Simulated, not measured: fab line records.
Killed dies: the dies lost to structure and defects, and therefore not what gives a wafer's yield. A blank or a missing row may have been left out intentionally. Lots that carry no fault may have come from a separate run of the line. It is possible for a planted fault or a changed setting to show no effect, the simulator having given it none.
A single fault, viewed from 2 desks ; flow n5-finfet ; numbers are kept per desk, each desk with only its own; the story behind them comes last

THE METROLOGY DESK
Means of the sampled wafers that have a number, per lot and without regard to the tool the lot ran on: this is what the gauges read. The brackets show how far a lot's mean lies from the usual mean; more than 4 standard deviations puts the lot out of limits, marked OUT. Readings shown: 7 of its 11, picked as those furthest out on some lot.
Columns: A = cd-nm at N5_BEOL_M2_CD_MEAS_18, usual 18.0 nm; B = DIBL_P at N5_BEOL_M4_RC_MEAS_101, usual 36.4 mV/V; C = IOFF_P at N5_BEOL_M4_RC_MEAS_101, usual 0.214 nA/um; D = ION_P at N5_BEOL_M4_RC_MEAS_101, usual 463 uA/um; E = SS_N at N5_BEOL_M4_RC_MEAS_101, usual 71.5 mV/dec; F = SS_P at N5_BEOL_M4_RC_MEAS_101, usual 73.3 mV/dec; G = VT_P at N5_BEOL_M4_RC_MEAS_101, usual -250.1 mV
lot;first seen here;A;B;C;D;E;F;G
L928;day 6 12:59;18.3;36.1;0.181;454;70.9;73.5;-255.4
L930;day 7 06:58;17.6;37.2;0.217;468;71.5;73.5;-249.9
L934;day 8 04:39;18.1;38.4;0.234;464;72.2;73.3;-249.5
L939;day 9 09:33;17.8;35.8;0.241;472;72.2;73.4;-246.9
L940;day 9 16:35;18.0;35.7;0.185;454;70.9;72.9;-253.3
L942;day 9 22:11;18.3;38.6;0.242;463;71.8;73.4;-249.6
L948;day 11 08:55;18.2;37.2;0.211;464;71.8;73.0;-250.9
L950;day 12 05:20;17.9;36.4;0.212;462;71.7;72.6;-250.1
This desk found nothing out of limits on any of the 8 lots.

TOOL OWNER'S DESK, rie-diel-01
The tool's own readings at N5_BEOL_M2_ETCH_70 (etches SOC in N2/H2, target depth 80 nm, overetch 24 nm, time 130 s): means of the sampled wafers that have a number, for each lot that ran on this tool. The brackets show how far a lot's mean lies from the usual mean; more than 4 standard deviations puts the lot out of limits, marked OUT.
Columns: A = bias-w at N5_BEOL_M2_ETCH_70, usual 149.9 W; B = chamber-pressure-mTorr at N5_BEOL_M2_ETCH_70, usual 30.00 mTorr; C = drypump-motor-current-A at N5_BEOL_M2_ETCH_70, usual 5.6 A; D = oes-product-au at N5_BEOL_M2_ETCH_70, usual 0.61 a.u.; E = rf-vpp-V at N5_BEOL_M2_ETCH_70, usual 524.5 V; F = showerhead-plenum-p-Torr at N5_BEOL_M2_ETCH_70, usual 2.56 Torr; G = throttle-valve-pct at N5_BEOL_M2_ETCH_70, usual 17.8 %
lot;first seen here;A;B;C;D;E;F;G
L928;day 6 16:47;150.1;30.00;6.0;0.63;526.6;2.62;17.8
L930;day 7 08:36;149.9;30.00;6.0;0.70;526.4;2.63;17.8
L939;day 9 11:52;147.9 (-4.4) OUT;30.01;6.1;0.61;521.2;2.57;18.0
L940;day 9 22:44;147.8 (-4.7) OUT;30.00;6.1;0.62;521.0;2.57;18.0
This desk finds L939, L940 out of limits, L939 being first, at day 9 11:52 (bias-w at N5_BEOL_M2_ETCH_70). In limits: L928, L930.

PUT TOGETHER
The tool owner's desk could have raised an alarm at day 9 11:52, on L939, L940.
From the metrology desk's view, nothing was out of limits.
The metrology desk has L939, L940 on record, within its limits.
Every lot named ran N5_BEOL_M2_ETCH_70 on rie-diel-01.

WHAT THE SIMULATOR PUT IN
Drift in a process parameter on rie-diel-01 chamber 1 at N5_BEOL_M2_ETCH_70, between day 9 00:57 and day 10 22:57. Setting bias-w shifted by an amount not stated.
Struck lots among those shown: L939, L940.
Time in hours from fault onset to the first out-of-limits reading at each desk: the tool owner's desk, 11.
